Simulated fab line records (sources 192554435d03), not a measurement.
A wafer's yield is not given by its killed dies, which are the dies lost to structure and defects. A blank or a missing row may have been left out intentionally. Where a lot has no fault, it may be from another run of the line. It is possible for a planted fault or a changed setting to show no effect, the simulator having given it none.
The tool behind it: which one? | flow n5_finfet | 24 wafers from 8 lots sampled at 4 of the route's 1938 steps

WHAT THE GAUGES SHOWED, per wafer
N5_SPACER0_INSPECT_04: inspects for defects (darkfield).
lot  | measured    | on                | raw_defect_count
L171 | day 3 05:59 | defect_inspect-02 | 178 147 285
L173 | day 3 18:37 | defect_inspect-02 | 177 154 111
L176 | day 4 13:38 | defect_inspect-01 | 120 154 126
L179 | day 5 10:52 | defect_inspect-02 | 235 154 180
L188 | day 7 13:28 | defect_inspect-02 | 530 513 499
L190 | day 8 00:49 | defect_inspect-02 | 528 568 513
L191 | day 8 06:53 | defect_inspect-02 | 156 151 148
L192 | day 8 21:10 | defect_inspect-01 | 137 169 128

WHAT TOOL EACH LOT RAN ON (gives the tool, then ch and the chambers of the sampled wafers, and finally the start)
lot  | N5_DUMMY_GATE_ETCH_29             | N5_DUMMY_GATE_ETCH_44           | N5_SPACER0_ALD_00
L171 | rie_diel-06 ch 1,2, day 3 04:15   | rie_si-02 ch 0,1,2, day 3 04:56 | ald_sin-04 ch 1,3, day 3 05:34
L173 | rie_diel-06 ch 1,3, day 3 16:46   | rie_si-06 ch 1,2,3, day 3 17:28 | ald_sin-02 ch 1,2,3, day 3 18:12
L176 | rie_diel-06 ch 1,3, day 4 10:22   | rie_si-06 ch 0,1,2, day 4 11:15 | ald_sin-01 ch 0,3, day 4 13:14
L179 | rie_diel-05 ch 0,2, day 5 09:11   | rie_si-06 ch 0,1, day 5 09:52   | ald_sin-04 ch 1,2,3, day 5 10:27
L188 | rie_diel-02 ch 0,1, day 7 10:43   | rie_si-06 ch 0,3, day 7 11:24   | ald_sin-04 ch 1,2, day 7 13:03
L190 | rie_diel-06 ch 1,2,3, day 7 22:55 | rie_si-06 ch 0,3, day 7 23:38   | ald_sin-04 ch 2,3, day 8 00:20
L191 | rie_diel-05 ch 0,1, day 8 04:50   | rie_si-02 ch 0,1,2, day 8 05:41 | ald_sin-02 ch 0,2,3, day 8 06:28
L192 | rie_diel-05 ch 1,3, day 8 19:01   | rie_si-02 ch 1,2, day 8 19:45   | ald_sin-02 ch 1,2,3, day 8 20:44
- N5_DUMMY_GATE_ETCH_29: etches underlayer in N2/H2, target depth 13 nm.
- N5_DUMMY_GATE_ETCH_44: etches poly-Si in HBr/O2, stops on SiO2, target depth 127.5 nm.
- N5_SPACER0_ALD_00: deposits SiOCN, target thk 3.5 nm, pulse time 3 s, purge time 2 s.

THE ANSWER, worked out from the rows above alone
Rule: what is usual is taken from the lots themselves. The widest of any qualifying gaps counts: lots, ordered by their means at a reading, are off when they make up no more than a third of the lots, leave a main group of 4 or more, and stand apart from it by 3 or more times the standard deviation of that group's means. The tables above print the reading to a certain number of digits; a main group whose means all agree to those digits is not used. Also off: a lot with no number at a reading for which 4 or more lots have one. Any other lot the step has rows for is counted as sound.
Off: L188, L190, at N5_SPACER0_INSPECT_04 (raw_defect_count). Main group: mean 162, sd 26.
If a tool, at a process step before that reading, ran all the lots that are off and no sound lot after the first of them, it fits. Those tools and the gauges at N5_SPACER0_INSPECT_04 are tried in the same way. Undecided on this evidence; 2 tools fit (rie_si-06 at N5_DUMMY_GATE_ETCH_44, ald_sin-04 at N5_SPACER0_ALD_00).

WHAT HAD BEEN PUT IN BY THE SIMULATOR
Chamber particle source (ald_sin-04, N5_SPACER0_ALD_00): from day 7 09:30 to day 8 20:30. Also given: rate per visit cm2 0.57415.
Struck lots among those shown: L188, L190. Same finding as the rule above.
